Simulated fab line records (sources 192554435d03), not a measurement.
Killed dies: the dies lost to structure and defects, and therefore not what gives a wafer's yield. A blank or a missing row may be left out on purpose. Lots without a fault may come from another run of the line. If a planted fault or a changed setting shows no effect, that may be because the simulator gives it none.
fab line records | flow n5Finfet
[record] lots = 5 | wafers = 13 | lastDay = 22
route steps=1938 shown MOL_CONTACT_COAG@576 BEOL_M4@1111 PASSIVATION@1936
lots that met no fault: taken from a fault-free run of the same line
startH: the number of hours between the record's first day and the start of the first shown wafer of the lot | waitH: hours elapsed since this lot's preceding step | " the same as in the row above | L1.1+2: a row that stands for several wafers | - no value, or no start was given | * or withheld: withheld | < > ~ a bound
route shown NAME@n: NAME is a module with steps in the file, n the number in the route of the first one | usual: average and standard deviation across the fault-free wafers | same: alike in all rows | chamber/n: place in a boat | sites: each site's reading | _std_site: the standard deviation of these | _edge_site: mean of outer sites minus mean of inner sites | radiusMm: for every site, how far away it sits from the centre of the wafer | mask NAME#n: copy n | behind: the tool/chamber that last shaped the wafer | hold: cause of the lot's hold/its duration in hours/its outcome | device: the transistor (n, p or np) that didn't switch | end of line: the tests these same wafers got at the end of their route | a step without rows: its recipe alone | killed: count of dies lost to structure and defects at first sort (not the wafer's yield) | map: a wafer's dies, x killed, . not, _ none there
set.NAME: the setting as run; set.NAME@STEP: as run at that earlier step | model.NAME: the simulator's own value behind a step, which no gauge read
certain route steps with their lots: each step a table, each wafer a row
services: from which hour (startH, from the record's first day; less than 0 if before it) a tool's chamber was out of use, for how many hours, and why
[[steps]]
[step N5_MOL_CONTACT_COAG_DESCUM_88]
[recipe] chemistry = O2 | timeS = 7 | sourcePowerW = 50 | biasPowerW = 20 | pressureMtorr = 20 | rfFrequencyHz = 2.712e+07 | tempC = 40 | resist = CAR-EUV | o2FlowSccm = 225
[step N5_MOL_CONTACT_COAG_ETCH_89]
[recipe] chemistry = N2/H2 | target = underlayer | targetDepthA = 130 | maskMaterial = CAR-EUV | timeS = 10.4 | ionEnergyEv = 200 | pressureMtorr = 30 | sourceW = 840 | biasW = 150 | n2FlowSccm = 200 | h2FlowSccm = 200 | ends = cleared
[step N5_MOL_CONTACT_COAG_ETCH_90]
[recipe] chemistry = CF4 | target = SiARC | targetDepthA = 130 | maskMaterial = CAR-EUV | timeS = 21.7 | ionEnergyEv = 80 | pressureMtorr = 40 | sourceW = 545 | biasW = 36 | Ar_flow_sccm = 100 | cf4FlowSccm = 100 | ends = cleared
[step N5_MOL_CONTACT_COAG_ALD_131]
[recipe] material = SiO2 | targetThkA = 50 | tempC = 100 | aldPrecursorFamily = BDEAS | aldCoReactant = O2-plasma | pulseTimeS = 1 | coReactantPulseTimeS = 1 | purgeTimeS = 2 | coReactantPurgeTimeS = 2 | aldCycles = 35 | pressureTorr = 2
[step N5_MOL_CONTACT_COAG_ETCHBACK_132]
[recipe] chemistry = CHF3 | target = SiO2 | targetDepthA = 100 | timeS = 6.7 | ionEnergyEv = 200 | pressureMtorr = 30 | sourceW = 610 | biasW = 170 | Ar_flow_sccm = 200 | CHF3_flow_sccm = 50
[step N5_MOL_CONTACT_COAG_ETCH_91]
[recipe] chemistry = N2/H2 | target = SOC | targetDepthA = 600 | overetchA = 210 | maskMaterial = SiARC | tempC = 40 | timeS = 101.2 | ionEnergyEv = 200 | pressureMtorr = 30 | sourceW = 840 | biasW = 150 | n2FlowSccm = 200 | h2FlowSccm = 200
[step N5_MOL_CONTACT_COAG_STRIP_92]
[recipe] chemistry = N2/H2 | tempC = 40 | n2FlowSccm = 200 | h2FlowSccm = 200 | rfFrequencyHz = 6e+07
[step N5_MOL_CONTACT_COAG_STRIP_93]
[recipe] chemistry = N2/H2 | tempC = 40 | n2FlowSccm = 200 | h2FlowSccm = 200 | rfFrequencyHz = 6e+07
[step N5_MOL_CONTACT_COAG_ETCHBACK_135]
[recipe] chemistry = CHF3 | target = SiO2 | targetDepthA = 250 | timeS = 16.7 | ionEnergyEv = 200 | pressureMtorr = 30 | sourceW = 610 | biasW = 170 | Ar_flow_sccm = 200 | CHF3_flow_sccm = 50
[step N5_MOL_CONTACT_COAG_STRIP_118]
[recipe] chemistry = CHF3 | resist = SiARC | rfFrequencyHz = 6e+07
[step N5_MOL_CONTACT_COAG_VIA_ETCH_46]
[recipe] chemistry = C4F6/O2 | targetDepthA = 460 | overetchA = 92 | maskMaterial = SOC | target = SiO2 | biasW = 455 | pressureMtorr = 10 | timeS = 40 | sourceW = 325 | Ar_flow_sccm = 300 | C4F6_flow_sccm = 10 | O2_flow_sccm = 10 | ionEnergyEv = 575.3 | ends = endPoint
[usual] drypumpMotorCurrentA = 5.7/0.45 | oes_ar_750_au = 0.78/0.095 | oesProductAu = 0.69/0.087 | rfVppV = 1586/14 | showerheadPlenumPTorr = 2.85/0.1 | throttleValvePct = 40.95/0.14
lot.wafer | tool       | chamber | startH | waitH | drypumpMotorCurrentA | oes_ar_750_au | oesProductAu | rfHoursCounterH | rfVppV | showerheadPlenumPTorr | throttleValvePct | model.SOC_of_MOL_CONTACT_COAG_COAT_75.thkNm
L138.2    | rieDiel-05 | 0       | 147.63 | 0.0   | 6.3                  | 0.95          | 0.85         | 4               | 1622   | 2.90                  | 40.88            | 50.4
L138.4    | "          | 0       | "      | "     | 6.3                  | 0.95          | 0.87         | -               | 1622   | 2.90                  | 40.90            | 51.6
L139.1    | rieDiel-05 | 2       | 159.53 | 0.0   | 5.8                  | 0.71          | 0.62         | 217             | 1569   | 2.92                  | 41.16            | 51.8
L139.5    | "          | 3       | "      | "     | 6.6                  | 0.72          | 0.64         | -               | 1583   | 2.94                  | 40.90            | 51
L139.6    | "          | 2       | "      | "     | 5.8                  | 0.72          | 0.64         | -               | 1570   | 2.93                  | 41.20            | 50.8
L141.4    | rieDiel-05 | 2       | 166.78 | 0.0   | 5.7                  | 0.71          | 0.63         | -               | 1571   | 2.92                  | 41.15            | 51.8
L141.6    | "          | 3       | "      | "     | 6.6                  | 0.71          | 0.64         | -               | 1582   | 2.94                  | 40.89            | 51
L152.1    | rieDiel-05 | 3       | 230.32 | 0.0   | 6.6                  | 0.70          | 0.62         | 209             | 1582   | 2.93                  | 40.90            | 50.8
L152.2    | "          | 2       | "      | "     | 5.7                  | 0.69          | 0.61         | 241             | 1569   | 2.91                  | 41.18            | 50.8
L152.5    | "          | 0       | "      | "     | 6.3                  | 0.88          | 0.78         | -               | 1622   | 2.88                  | 40.91            | 50.8
L153.1    | rieDiel-02 | 3       | 241.62 | 0.0   | 5.6                  | 0.75          | 0.68         | 166             | 1579   | 2.72                  | 41.09            | 50.8
L153.2    | "          | 1       | "      | "     | 5.8                  | 0.73          | 0.65         | 187             | 1585   | 2.93                  | 40.75            | 50.8
L153.6    | "          | 0       | "      | "     | 5.6                  | 0.71          | 0.63         | -               | 1593   | 2.71                  | 40.94            | 50.8
[step N5_MOL_CONTACT_COAG_STRIP_96]
[recipe] chemistry = N2/H2 | powerW = 500 | tempC = 40 | pressureMtorr = 50 | rfFrequencyHz = 6e+07 | overashFraction = 0.3 | biasPowerW = 28 | h2Frac = 0.5 | n2FlowSccm = 300 | h2FlowSccm = 300
[step N5_MOL_CONTACT_COAG_ETCH_47]
[recipe] chemistry = CH3F/O2 | target = SiNx | targetDepthA = 270 | maskMaterial = SiO2 | stopOn = W | overEtchFrac = 0.2 | ionEnergyEv = 120 | endpoint = OES-CN | pressureMtorr = 30 | sourceW = 395 | biasW = 73 | Ar_flow_sccm = 150 | CH3F_flow_sccm = 30 | O2_flow_sccm = 20 | ends = endPoint
[step N5_MOL_CONTACT_COAG_STRIP_119]
[recipe] chemistry = N2/H2 | timeS = 30 | powerW = 1000 | tempC = 250 | pressureMtorr = withheld | n2FlowSccm = 1750 | h2FlowSccm = 3250
[step N5_MOL_CONTACT_COAG_PRECLEAN_144]
[recipe] chemistry = alkalineClean | tempC = 60 | timeS = 60 | doPpb = 50
[step N5_MOL_CONTACT_COAG_SRD_145]
[recipe] dry = ipaMarangoni | timeS = 30 | tempC = 23 | rinseLiquid = diw
[step N5_MOL_CONTACT_COAG_COAT_62]
[recipe] resist = SOC | tempC = 250 | timeS = 60 | spinRpm = 1500 | resistThkNm = 60
[step N5_MOL_CONTACT_COAG_COAT_63]
[recipe] resist = SiARC | tempC = 220 | timeS = 60 | spinRpm = 1500 | resistThkNm = 10
[step N5_MOL_CONTACT_COAG_COAT_64]
[recipe] resist = underlayer | tempC = 205 | timeS = 60 | spinRpm = 1500 | resistThkNm = 10
[step N5_MOL_CONTACT_COAG_COAT_34]
[recipe] resist = CAR-EUV | spinRpm = 1500 | resistThkNm = 40
[step N5_MOL_CONTACT_COAG_EBR_36]
[recipe] solvent = PGMEA | ebrWidthMm = 1.5
[step N5_MOL_CONTACT_COAG_SOFTBAKE_35]
[recipe] tempC = 110 | timeS = 60 | resist = CAR-EUV
[step N5_MOL_CONTACT_COAG_EXPOSE_37]
[recipe] maskId = VD | na = 0.33 | sourceShape = annular | sigmaInner = 0.3 | sigmaOuter = 0.7 | polarization = unpolarized | defocusNm = 0 | doseMj = 62
[step N5_MOL_CONTACT_COAG_PEB_38]
[recipe] pebTempC = 100 | pebTimeS = 60 | resist = CAR-EUV
[step N5_MOL_CONTACT_COAG_DEVELOP_39]
[recipe] developTimeS = 30 | developer = TMAH | resist = CAR-EUV | rinseLiquid = surfactantRinse | dry = airSpin | devTempC = 23
[step N5_MOL_CONTACT_COAG_DESCUM_45]
[recipe] chemistry = O2 | timeS = 7 | sourcePowerW = 50 | biasPowerW = 20 | pressureMtorr = 20 | rfFrequencyHz = 2.712e+07 | tempC = 40 | resist = CAR-EUV | o2FlowSccm = 225
[step N5_MOL_CONTACT_COAG_ETCH_65]
[recipe] chemistry = N2/H2 | target = underlayer | targetDepthA = 130 | maskMaterial = CAR-EUV | timeS = 10.4 | ionEnergyEv = 200 | pressureMtorr = 30 | sourceW = 840 | biasW = 150 | n2FlowSccm = 200 | h2FlowSccm = 200 | ends = cleared
[step N5_MOL_CONTACT_COAG_ETCH_66]
[recipe] chemistry = CF4 | target = SiARC | targetDepthA = 130 | maskMaterial = CAR-EUV | timeS = 21.7 | ionEnergyEv = 80 | pressureMtorr = 40 | sourceW = 545 | biasW = 36 | Ar_flow_sccm = 100 | cf4FlowSccm = 100 | ends = cleared
[step N5_MOL_CONTACT_COAG_ALD_133]
[recipe] material = SiO2 | targetThkA = 50 | tempC = 100 | aldPrecursorFamily = BDEAS | aldCoReactant = O2-plasma | pulseTimeS = 1 | coReactantPulseTimeS = 1 | purgeTimeS = 2 | coReactantPurgeTimeS = 2 | aldCycles = 35 | pressureTorr = 2
[step N5_MOL_CONTACT_COAG_ETCHBACK_134]
[recipe] chemistry = CHF3 | target = SiO2 | targetDepthA = 100 | timeS = 6.7 | ionEnergyEv = 200 | pressureMtorr = 30 | sourceW = 610 | biasW = 170 | Ar_flow_sccm = 200 | CHF3_flow_sccm = 50
[step N5_MOL_CONTACT_COAG_ETCH_67]
[recipe] chemistry = N2/H2 | target = SOC | targetDepthA = 600 | overetchA = 210 | maskMaterial = SiARC | tempC = 40 | timeS = 101.2 | ionEnergyEv = 200 | pressureMtorr = 30 | sourceW = 840 | biasW = 150 | n2FlowSccm = 200 | h2FlowSccm = 200
[step N5_MOL_CONTACT_COAG_STRIP_68]
[recipe] chemistry = N2/H2 | tempC = 40 | n2FlowSccm = 200 | h2FlowSccm = 200 | rfFrequencyHz = 6e+07
[step N5_MOL_CONTACT_COAG_STRIP_69]
[recipe] chemistry = N2/H2 | tempC = 40 | n2FlowSccm = 200 | h2FlowSccm = 200 | rfFrequencyHz = 6e+07
[step N5_MOL_CONTACT_COAG_ETCHBACK_136]
[recipe] chemistry = CHF3 | target = SiO2 | targetDepthA = 250 | timeS = 16.7 | ionEnergyEv = 200 | pressureMtorr = 30 | sourceW = 610 | biasW = 170 | Ar_flow_sccm = 200 | CHF3_flow_sccm = 50
[step N5_MOL_CONTACT_COAG_STRIP_120]
[recipe] chemistry = CHF3 | resist = SiARC | rfFrequencyHz = 6e+07
[step N5_MOL_CONTACT_COAG_VIA_ETCH_117]
[recipe] chemistry = C4F6/O2 | targetDepthA = 400 | overetchA = 80 | maskMaterial = SOC | target = SiO2 | biasW = 455 | pressureMtorr = 10 | timeS = 26 | sourceW = 325 | Ar_flow_sccm = 300 | C4F6_flow_sccm = 10 | O2_flow_sccm = 10 | ionEnergyEv = 575.3 | ends = endPoint
[step N5_BEOL_M4_RC_MEAS_101]
[usual] DIBL_N = 36.3/1.1 | DIBL_P = 36.3/1.4 | IOFF_N = 0.155/0.019 | IOFF_P = 0.211/0.027 | ION_N = 672/8.5 | ION_P = 462/5.8 | SS_N = 71.5/0.56 | SS_P = 73.3/0.52 | VT_N = 249.9/2.5 | VT_P = -249.8/2.8
lot.wafer | tool      | chamber | startH | waitH | DIBL_N[mV/V] | DIBL_P[mV/V] | IOFF_N[nA/um] | IOFF_P[nA/um] | ION_N[uA/um] | ION_P[uA/um] | SS_N[mV/dec] | SS_P[mV/dec] | VT_N[mV] | VT_P[mV]
L139.1    | prober-02 | 0       | 311.05 | 0.0   | 37.1         | 38.0         | 0.147         | 0.188         | 670          | 454          | 71.0         | 73.7         | 251.5    | -250.6
L139.5    | "         | 0       | "      | "     | 36.5         | 37.2         | 0.148         | 0.181         | 670          | 455          | 71.5         | 72.3         | 249.4    | -254.8
L139.6    | "         | 0       | "      | "     | 36.9         | 37.3         | 0.154         | 0.184         | 675          | 455          | 70.8         | 73.3         | 250.4    | -252.2
L141.4    | prober-01 | 0       | 324.56 | 0.5   | 37.4         | 38.0         | 0.157         | 0.202         | 668          | 453          | 71.6         | 73.4         | 251.0    | -252.1
L141.6    | "         | 0       | "      | "     | 36.4         | 36.1         | 0.139         | 0.181         | 658          | 447          | 71.2         | 73.0         | 253.2    | -252.0
L153.1    | prober-02 | 0       | 364.38 | 0.0   | 35.9         | 34.7         | 0.147         | 0.209         | 663          | 460          | 72.1         | 73.2         | 251.5    | -247.4
L153.2    | "         | 0       | "      | "     | 38.3         | 37.1         | 0.191         | 0.245         | 680          | 464          | 72.3         | 73.6         | 247.8    | -247.4
L153.6    | "         | 0       | "      | "     | 36.6         | 35.4         | 0.158         | 0.219         | 677          | 466          | 72.4         | 73.8         | 249.6    | -251.6
L138.2    | prober-02 | 0       | 399.79 | 0.2   | 37.0         | 38.3         | 0.162         | 0.214         | 675          | 466          | 71.3         | 73.5         | 246.4    | -249.6
L138.4    | "         | 0       | "      | "     | 33.6         | 32.5         | 0.105         | 0.142         | 658          | 454          | 70.4         | 72.8         | 255.7    | -256.8
L152.1    | prober-01 | 0       | 400.81 | 0.0   | 36.4         | 35.7         | 0.167         | 0.213         | 677          | 456          | 72.0         | 73.1         | 249.3    | -249.3
L152.2    | "         | 0       | "      | "     | 35.8         | 35.1         | 0.154         | 0.208         | 673          | 455          | 72.6         | 73.7         | 249.8    | -249.9
L152.5    | "         | 0       | "      | "     | 35.6         | 34.6         | 0.155         | 0.197         | 673          | 460          | 72.1         | 73.2         | 248.3    | -250.5
[step N5_PASSIVATION_PROBE_49]
[usual] defectLimitedYield = 91.4/1.2 | killed_at_M0_to_M3 = 34/10 | killed_at_M4_up = 14/5.1 | killedAtContacts = 12/6.4 | killedAtFrontEnd = 38/9.3 | killedAtOther = 4/3 | killedDies = 102/15 | killedOnRim = 13/3.6 | killedOpen = 67/12 | killedShort = 33/6.9 | sort_bin_5_function = 5.0/0.86 | sort_bin_6_memory = 3.2/0.58 | sortNPass = 1078/15 | sortYieldPct = 91.4/1.2
[same] grossDies = 1180 | killedAtBackSide = 0 | sort_bin_4_leakage[%] = 0 | sort_bin_8_speed[%] = 0
lot.wafer | tool      | chamber | startH | waitH | defectLimitedYield[%] | killed_at_M0_to_M3 | killed_at_M4_up | killedAtContacts | killedAtFrontEnd | killedAtOther | killedDies | killedOnRim | killedOpen | killedShort | sort_bin_5_function[%] | sort_bin_6_memory[%] | sortNPass | sortYieldPct[%]
L139.1    | prober-02 | -       | 422.19 | 0.4   | 88.6                  | 29                 | 13              | 65               | 19               | 9             | 135        | 9           | 49         | 28          | 8.7                    | 2.5                  | 1045      | 88.6
L139.5    | prober-02 | -       | 422.39 | 0.6   | 92.6                  | 31                 | 9               | 6                | 36               | 5             | 87         | 14          | 57         | 26          | 3.9                    | 3.2                  | 1093      | 92.6
L139.6    | prober-02 | -       | 422.44 | 0.6   | 92.5                  | 27                 | 13              | 5                | 36               | 8             | 89         | 15          | 53         | 35          | 4.2                    | 2.9                  | 1091      | 92.5
L141.4    | prober-01 | -       | 435.18 | 0.2   | 82.7                  | 33                 | 17              | 111              | 43               | 0             | 204        | 11          | 74         | 27          | 13.9                   | 3.1                  | 976       | 82.7
L153.1    | prober-02 | -       | 484.14 | 0.0   | 90.2                  | 46                 | 14              | 4                | 50               | 2             | 116        | 13          | 77         | 39          | 5.8                    | 4.0                  | 1064      | 90.2
L153.2    | prober-02 | -       | 484.19 | 0.1   | 91.4                  | 44                 | 15              | 7                | 36               | 0             | 102        | 5           | 71         | 25          | 4.7                    | 3.4                  | 1078      | 91.4
L153.6    | prober-02 | -       | 484.39 | 0.3   | 91.5                  | 38                 | 11              | 14               | 35               | 2             | 100        | 18          | 65         | 33          | 4.8                    | 3.1                  | 1080      | 91.5
L152.1    | prober-01 | -       | 511.85 | 0.0   | 91.8                  | 33                 | 10              | 8                | 45               | 1             | 97         | 14          | 66         | 29          | 4.7                    | 3.3                  | 1083      | 91.8
L152.2    | prober-01 | -       | 511.90 | 0.1   | 90.9                  | 53                 | 15              | 3                | 35               | 1             | 107        | 14          | 59         | 46          | 5.7                    | 3.0                  | 1073      | 90.9
L152.5    | prober-01 | -       | 512.05 | 0.2   | 90.3                  | 57                 | 13              | 7                | 37               | 0             | 114        | 11          | 75         | 39          | 5.5                    | 3.9                  | 1066      | 90.3
L138.2    | prober-01 | -       | 517.15 | 0.1   | 90.3                  | 23                 | 24              | 10               | 53               | 4             | 114        | 16          | 66         | 47          | 5.5                    | 3.8                  | 1066      | 90.3
L138.4    | prober-01 | -       | 517.25 | 0.2   | 89.7                  | 28                 | 14              | 33               | 47               | 0             | 122        | 17          | 66         | 32          | 6.8                    | 3.3                  | 1058      | 89.7
// killed by level:class
L139.1 MOL_CONTACT_COAG:areaEtch=54 MOL_CONTACT_COAG:geometricParticle:open=10 BEOL_M0_SAQP:geometricParticle:open=8 BEOL_M0_SAQP:geometricParticle:short=6 STI_FIN_REVEAL:geometricParticle:open=5 BEOL_M2:geometricParticle:open=5 DUMMY_GATE:geometricParticle:open=4 GATE_CUT:geometricParticle:short=3
L139.5 FIN_SAQP:geometricParticle:open=7 BEOL_M2:geometricParticle:open=7 BEOL_M0_SAQP:geometricParticle:short=6 BEOL_M0_SAQP:geometricParticle:open=6 BEOL_M3:geometricParticle:open=6 GATE_CUT:geometricParticle:open=5 GATE_CUT:geometricParticle:short=5 MOL_CONTACT_COAG:geometricParticle:open=4
L139.6 FIN_SAQP:geometricParticle:open=8 BEOL_M4:geometricParticle:open=7 BEOL_M1:geometricParticle:open=6 FIN_SAQP:geometricParticle:short=5 BEOL_M0_SAQP:geometricParticle:short=5 BEOL_M0_SAQP:geometricParticle:open=5 DUMMY_GATE:geometricParticle:open=4 GATE_CUT:geometricParticle:short=4
L141.4 MOL_CONTACT_COAG:areaEtch=103 STI_FIN_REVEAL:geometricParticle:open=12 BEOL_M4:geometricParticle:open=12 FIN_SAQP:geometricParticle:short=9 MOL_CONTACT_COAG:geometricParticle:open=8 BEOL_M2:geometricParticle:open=8 BEOL_M0_SAQP:geometricParticle:short=7 BEOL_M0_SAQP:geometricParticle:open=7
L153.1 STI_FIN_REVEAL:geometricParticle:open=14 BEOL_M2:geometricParticle:open=12 BEOL_M4:geometricParticle:open=7 BEOL_M1:geometricParticle:open=6 BEOL_M3:geometricParticle:open=6 FIN_SAQP:geometricParticle:open=5 FIN_SAQP:geometricParticle:short=5 DUMMY_GATE:geometricParticle:open=5
L153.2 BEOL_M0_SAQP:geometricParticle:short=15 BEOL_M0_SAQP:geometricParticle:open=13 BEOL_M4:geometricParticle:open=9 BEOL_M1:geometricParticle:open=9 STI_FIN_REVEAL:geometricParticle:open=7 MOL_CONTACT_COAG:geometricParticle:open=7 FIN_SAQP:geometricParticle:open=6 DUMMY_GATE:geometricParticle:open=5
L153.6 STI_FIN_REVEAL:geometricParticle:open=10 MOL_CONTACT_COAG:geometricParticle:open=8 BEOL_M1:geometricParticle:open=8 BEOL_M1:geometricParticle:short=7 MOL_CONTACT_COAG:geometricParticle:short=6 DUMMY_GATE:geometricParticle:open=5 BEOL_M2:geometricParticle:open=5 BEOL_M3:geometricParticle:open=5
L152.1 STI_FIN_REVEAL:geometricParticle:open=19 BEOL_M0_SAQP:geometricParticle:short=10 BEOL_M0_SAQP:geometricParticle:open=7 MOL_CONTACT_COAG:geometricParticle:open=7 STI_FIN_REVEAL:geometricParticle:short=6 BEOL_M2:geometricParticle:open=6 FIN_SAQP:geometricParticle:open=5 BEOL_M4:geometricParticle:open=5
L152.2 BEOL_M0_SAQP:geometricParticle:short=16 BEOL_M0_SAQP:geometricParticle:open=15 STI_FIN_REVEAL:geometricParticle:open=11 BEOL_M2:geometricParticle:open=6 BEOL_M4:geometricParticle:open=6 FIN_SAQP:geometricParticle:short=5 GATE_CUT:geometricParticle:short=5 FIN_SAQP:geometricParticle:open=4
L152.5 BEOL_M0_SAQP:geometricParticle:short=18 STI_FIN_REVEAL:geometricParticle:open=15 BEOL_M0_SAQP:geometricParticle:open=11 BEOL_M1:geometricParticle:open=7 BEOL_M3:geometricParticle:open=7 BEOL_M2:geometricParticle:open=6 GATE_CUT:geometricParticle:open=5 GATE_CUT:geometricParticle:short=5
L138.2 FIN_SAQP:geometricParticle:short=23 FIN_SAQP:geometricParticle:open=13 BEOL_M2:geometricParticle:open=12 BEOL_M4:geometricParticle:short=9 MOL_CONTACT_COAG:geometricParticle:open=9 BEOL_M4:geometricParticle:open=9 BEOL_M0_SAQP:geometricParticle:open=5 STI_FIN_REVEAL:geometricParticle:open=4
L138.4 MOL_CONTACT_COAG:areaEtch=24 BEOL_M2:geometricParticle:open=12 STI_FIN_REVEAL:geometricParticle:open=11 FIN_SAQP:geometricParticle:short=9 MOL_CONTACT_COAG:geometricParticle:open=9 FIN_SAQP:geometricParticle:open=6 BEOL_M4:geometricParticle:open=6 GATE_CUT:geometricParticle:short=4
// map L138.4 (x killed, . not)
_________________..........x.________________
______________.........x........_____________
___________.x..x...........x.......__________
__________.....x.x..........x.....x._________
________............xx...xx.....x....._______
_______..............x.................______
______..............x.........x...x....._____
_____......x..............x........x.....____
____.......x..x........x.............x....___
___...........................x..x.........__
___......x.........x.......................__
__...x.......x...................x.....x...._
__.......x......x......................x...._
_x...x........x....x...x.....................
_...x............x..........................x
_..x.x...............x.......................
_..............x............x......x.........
_........x...x..........x............xx......
_.........x...x....xx........................
_............x...x.........xxx.x.............
_..............x............................x
__x...x.x....x.x......xx......x............._
__...x...........x...................xx....._
___....x.........x..........x.......x......__
___..................x....xx....x..........__
____........x.xx.......x..................___
_____...............x............xx....x.____
______......x..............x.........x.._____
_______xx.......x........x.x.......x...______
________......x.............xx..xx...._______
__________..xx...............xxx.x.._________
___________..x...................x.__________
______________x................x_____________
_________________x..xx.......________________
// map L139.1 (x killed, . not)
_________________............________________
______________..x..............._____________
___________.....x..................__________
__________................x........._________
________.x............................_______
_______............x...................______
______...x............x................._____
_____....xx.x............................____
____..............................x..x....___
___....x............x......................__
___........x.....x.........................__
__...x..x.....x..........................x.._
__...x....x.....................x..........._
_...........x..x.......x..xxxx..x............
_....................x.....x.xxxx...........x
_....x..x.........xx..xxxx..xxx..............
_.....................x..x.xx.x.x.......x.x..
_...........x.....xx..x...x.x.x...........x..
_...x..x..............x.x...xxxx..........x..
_.........x.....xx.xx.x....x...x..x..........
_..x..x.........x.xxxxxxx.x..x..x.x.....x.x..
__.................x.x......xxx..........x.x_
__...........x....x.........xx......x.x....._
___.........x.........x...x................__
___.x..................x....x.....x...x....__
____...............x......................___
_____..x............x.x.xx...............____
______...............x........x........._____
_______....................x....x......______
________.......x...................x.._______
__________.........................._________
___________.....................x..__________
______________.................._____________
_________________.x.x........________________
[[services]]
tool       | chamber | startH | hours | kind
rieDiel-05 | 1       | 126.71 | 2.8   | repair
rieDiel-05 | 2       | 144.20 | 3.8   | repair
rieDiel-05 | 1       | 157.39 | -     | clean
rieDiel-05 | 1       | 157.39 | -     | consumableReplace:focusRing
rieDiel-05 | 1       | 157.39 | -     | consumableReplace:showerhead
rieDiel-05 | 1       | 157.39 | 18.2  | scheduledDown
rieDiel-05 | 1       | 157.39 | 18.2  | ventCycle
rieDiel-05 | -       | 172.97 | 2.8   | pm
rieDiel-02 | -       | 238.40 | 0.2   | repair
[[key]]
[firstSign] step = N5_PASSIVATION_PROBE_49 | reading = killedAtContacts | direction = up | sigmas = 9.1 | usual = 12 | struck = 70
[effect] step = N5_PASSIVATION_PROBE_49 | reading = sort_bin_5_function | direction = up | sigmas = 5.6 | usual = 5.0 | struck = 9.8
[modelEffect] step = N5_MOL_CONTACT_COAG_VIA_ETCH_46 | value = SOC_of_MOL_CONTACT_COAG_COAT_75.thkNm | without = 50.73 | struck = 51.73
[moreKillsBornAt] N5_MOL_CONTACT_COAG_VIA_ETCH_46@rieDiel-05 = 181
metAt N5_MOL_CONTACT_COAG_VIA_ETCH_46
struckWafers L138.4,L139.1,L141.4
[fault] kind = processParameterDrift | tool = rieDiel-05 | chamber = - | onsetH = 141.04 | steps = N5_MOL_CONTACT_COAG_VIA_ETCH_46 | channel = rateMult | offset = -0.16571 | shape = step | endH = 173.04 | scope = struckWafersOnly
